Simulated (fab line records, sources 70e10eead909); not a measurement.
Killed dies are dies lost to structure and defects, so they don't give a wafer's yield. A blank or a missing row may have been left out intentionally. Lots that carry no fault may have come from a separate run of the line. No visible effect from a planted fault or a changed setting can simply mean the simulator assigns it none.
Chamber matching	flow nand-harc	rie-diel-03 running NHARC_P_STI_DESCUM_14: 4 sister chambers
The step chemistry O2, time 3 s. 8 wafers are shown with their chamber, then 7 later ones without.

## WAFERS WITH THEIR CHAMBER
wafer	chamber	drypump-motor-current-A (A)	oes-product-au (a.u.)
L406.5	3	5.6	0.989
L406.6	0	6.4	0.993
L407.4	0	6.4	0.993
L408.1	2	5.8	0.991
L408.4	1	5.3	0.989
L408.5	3	5.6	0.993
L409.1	2	5.7	0.992
L409.3	1	5.3	0.996

## WAFERS WHOSE CHAMBER IS MISSING
wafer	drypump-motor-current-A (A)	oes-product-au (a.u.)
L409.4	5.7	1.009
L413.4	6.4	0.982
L413.5	5.2	1.005
L413.6	6.4	0.976
L416.1	5.7	0.993
L416.5	5.6	0.999
L416.6	5.7	0.982

## WHICH CHAMBER EACH WENT THROUGH
wafer	from the rows above	in truth
L409.4	can't be placed: 2 or 3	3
L413.4	0	0
L413.5	1	1
L413.6	0	0
L416.1	can't be placed: 2 or 3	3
L416.5	3	3
L416.6	can't be placed: 2 or 3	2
4 of 7 placed correctly. Not placeable from these rows: 3 (in 3, the candidates include the true chamber). 0 placed wrongly.
How it was worked out, from the rows above alone: a wafer's distance from a chamber is the root of the sum, over the readings, of the square of ((its reading less the chamber's mean) divided by the reading's scatter). If the next closest chamber is less than 2 further off than the closest, the wafer can't be placed; otherwise it belongs to the closest. For every chamber, the mean is computed from those of its wafers that are shown. The scatter: the root of (the sum of the squares of (reading less its chamber's mean) over the shown wafers, divided by (wafers less chambers)).
